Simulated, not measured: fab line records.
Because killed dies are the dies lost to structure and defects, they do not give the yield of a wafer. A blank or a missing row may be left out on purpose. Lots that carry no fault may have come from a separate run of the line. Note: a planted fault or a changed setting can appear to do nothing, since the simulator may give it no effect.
Which tool did it?	flow n5 finfet	9 lots with 27 wafers sampled at 6 steps, on a route of 1938 steps

== WHAT EACH GAUGE READ, for each wafer ==
N5_BEOL_M4_RC_MEAS_101.
lot	measured	on	DIBL_N (mV/V)
L352	day 7 23:20	prober-02	34.3 36.1 36.9
L357	day 9 00:47	prober-02	37.8 37.4 35.7
L359	day 9 19:01	prober-01	34.9 34.2 36.7
L362	day 10 01:27	prober-01	35.0 35.1 34.2
L373	day 13 14:35	prober-02	35.7 36.8 35.6
L375	day 14 01:01	prober-01	38.4 36.2 36.0
L374	day 14 08:34	prober-02	35.0 34.2 32.9

== TOOL THAT RAN EACH LOT (tool first, then ch and the chambers of the sampled wafers, then the start) ==
lot	N5_BEOL_M3_ETCHBACK_99	N5_BEOL_M3_ALD_84	N5_BEOL_M3_CVD_47	N5_BEOL_M3_ANNEAL_49	N5_BEOL_M3_CMP_52
L352	rie diel-03 ch 1,3, day 7 03:10	ald metal-03 ch 1,2, day 7 04:08	cvd co-02 ch 0,1, day 7 04:35	pvd sputter-01, day 7 05:07	cmp-03 ch 1,2,3, day 7 07:17
L357	rie diel-01 ch 2,3, day 8 11:20	ald metal-01 ch 0,1, day 8 12:04	cvd co-02 ch 1,2, day 8 12:40	pvd sputter-03, day 8 12:57	cmp-01 ch 0,1,3, day 8 15:07
L359	rie diel-01 ch 2,3, day 9 02:47	ald metal-03 ch 0,3, day 9 04:40	cvd co-02 ch 0,2, day 9 05:14	pvd sputter-01, day 9 05:32	cmp-04 ch 1,2,3, day 9 08:37
L362	rie diel-03 ch 1,2,3, day 9 08:08	ald metal-03 ch 1,2, day 9 09:29	cvd co-01 ch 0,1, day 9 09:52	pvd sputter-01, day 9 10:08	cmp-03 ch 0,1, day 9 12:22
L370	rie diel-01 ch 1,2,3, day 11 21:25	ald metal-04 ch 0,2,3, day 11 22:26	cvd co-02 ch 0,1,2, day 11 23:01	pvd sputter-01, day 12 01:07	cmp-04 ch 1,2,3, day 12 03:50
L373	rie diel-06 ch 0,1,3, day 12 10:41	ald metal-01 ch 0,1, day 12 11:44	cvd co-02 ch 0,1,2, day 12 12:09	pvd sputter-03, day 12 12:23	cmp-01 ch 2,3, day 12 14:34
L372	rie diel-01 ch 1,2, day 12 13:51	ald metal-04 ch 0,3, day 12 14:56	cvd co-02 ch 0,2, day 12 15:22	pvd sputter-02, day 12 15:37	cmp-04 ch 2,3, day 12 17:47
L375	rie diel-03 ch 0,2,3, day 13 10:49	ald metal-04 ch 0,3, day 13 11:46	cvd co-01 ch 0,1,2, day 13 12:26	pvd sputter-03, day 13 12:49	cmp-03 ch 1,3, day 13 15:01
L374	rie diel-01 ch 1,2,3, day 13 17:34	ald metal-04 ch 1,2, day 13 18:28	cvd co-02 ch 1,2, day 13 18:52	pvd sputter-02, day 13 19:07	cmp-01 ch 0,3, day 13 21:20
- N5_BEOL_M3_ETCHBACK_99: etches SiO2 in CHF3, target depth 5 nm, time 10.4 s.
- N5_BEOL_M3_ALD_84: deposits TaN, pulse time 2 s, purge time 3 s, co reactant purge time 2 s.
- N5_BEOL_M3_CVD_47: deposits Co from CCTBA/H2, target thk 3 nm, time 223.8 s.
- N5_BEOL_M3_ANNEAL_49: time 240 s.
- N5_BEOL_M3_CMP_52: polishes, stops on SiOC, t overpolish 6.8 s, target thk 40 nm.

== THE ANSWER, worked out from the rows above alone ==
Rule: the lots themselves supply what counts as usual. Put in order of their means at a reading, lots are off if they are a third of the lots or fewer, leave a main group of 4 or more, and stand apart from it by a gap of 3 or more times the standard deviation of the main group's means; of several such gaps the widest counts. A main group is skipped when, at the precision printed for the reading in the tables above, its means are all equal. Also off: a lot with no number at a reading for which 4 or more lots have one. The other lots that the step has rows for count as sound.
No lot is off on any of the readings shown, so nothing can be concluded from this.

== WHAT THE SIMULATOR HAD INSERTED ==
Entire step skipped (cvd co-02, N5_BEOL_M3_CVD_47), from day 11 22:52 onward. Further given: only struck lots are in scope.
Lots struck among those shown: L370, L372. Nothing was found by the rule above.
